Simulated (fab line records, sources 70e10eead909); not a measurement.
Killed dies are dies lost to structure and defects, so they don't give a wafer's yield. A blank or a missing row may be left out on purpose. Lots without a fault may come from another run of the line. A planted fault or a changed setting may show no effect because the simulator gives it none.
Chamber matching | flow nand_harc | NHARC_P_BONDPAD_ETCH_12 on rie_diel-13: 4 sister chambers
The step etches the open film in CHF3/O2, target depth 200 nm, time 100 s. 4 wafers are shown with their chamber, then 7 later ones without.

WAFERS WITH THEIR CHAMBER
wafer  | chamber | drypump_motor_current_A (A)
L631.1 | 0       | 5.87
L633.5 | 2       | 6.14
L645.1 | 1       | 5.66
L645.5 | 3       | 5.41

WAFERS WITHOUT THEIR CHAMBER
wafer  | drypump_motor_current_A (A)
L645.6 | 5.86
L646.1 | 5.40
L646.5 | 5.65
L646.6 | 6.13
L647.1 | 5.66
L647.2 | 5.42
L647.5 | 6.12

WHICH CHAMBER EACH WENT THROUGH
wafer  | from the rows above | in truth
L645.6 | 0                   | 0
L646.1 | 3                   | 3
L646.5 | 1                   | 1
L646.6 | 2                   | 2
L647.1 | 1                   | 1
L647.2 | 3                   | 3
L647.5 | 2                   | 2
Placed correctly: 7 of 7. Can't be placed from these rows: 0. Placed wrongly: 0.
How it was worked out, from the rows above alone: a wafer's distance from a chamber is the root of the sum, over the readings, of the square of ((its reading less the chamber's mean) divided by the reading's scatter). The wafer belongs to the nearest chamber; if the next one is less than 2 further off, it can't be placed. A chamber's mean is the mean of its shown wafers. The scatter: with one shown wafer a chamber, the root of the mean of the squares of how far each hidden wafer lies from its nearest shown one.
